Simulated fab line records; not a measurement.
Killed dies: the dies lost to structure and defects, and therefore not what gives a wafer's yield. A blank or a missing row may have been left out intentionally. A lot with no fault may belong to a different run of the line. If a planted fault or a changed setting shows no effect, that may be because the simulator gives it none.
Matching of chambers ; flow n5_finfet ; N5_BEOL_M1_STRIP_19 on rie_diel-04: 4 sister chambers
The step strips in O2. 8 wafers are shown with their chamber, then 11 later ones without.

## WAFERS WITH THEIR CHAMBER
wafer;chamber;drypump_motor_current_A (A);throttle_valve_pct (%)
L078.5;2;5.59;16.73
L084.2;0;5.48;16.70
L087.2;1;6.02;16.42
L087.5;3;6.20;16.94
L086.3;1;6.02;16.40
L086.4;2;5.59;16.28
L086.6;3;6.21;16.95
L090.2;0;5.56;16.73

## WAFERS MISSING THEIR CHAMBER
wafer;drypump_motor_current_A (A);throttle_valve_pct (%)
L090.5;6.22;16.96
L090.6;5.54;16.71
L091.1;6.02;16.42
L091.4;5.55;16.71
L091.5;5.61;16.30
L093.1;5.64;16.30
L093.3;6.22;16.96
L093.4;5.54;16.71
L095.1;6.02;16.43
L095.2;5.63;16.31
L095.3;5.54;16.73

## EACH ONE'S CHAMBER
wafer;from the rows above;in truth
L090.5;3;3
L090.6;can't be placed: 0 or 2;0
L091.1;1;1
L091.4;can't be placed: 0 or 2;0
L091.5;2;2
L093.1;2;2
L093.3;3;3
L093.4;can't be placed: 0 or 2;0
L095.1;1;1
L095.2;2;2
L095.3;can't be placed: 0 or 2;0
Correct placement for 7 of the 11. These rows do not allow placing 4 (true chamber among the candidates in 4). Wrongly placed: 0.
How it was worked out, from the rows above alone: a wafer's distance from a chamber is the root of the sum, over the readings, of the square of ((its reading less the chamber's mean) divided by the reading's scatter). If the next closest chamber is less than 2 further off than the closest, the wafer can't be placed; otherwise it belongs to the closest. For every chamber, the mean is computed from those of its wafers that are shown. The scatter: take each reading less its chamber's mean, square it, sum over the shown wafers, divide by the number of wafers less the number of chambers, and take the root.
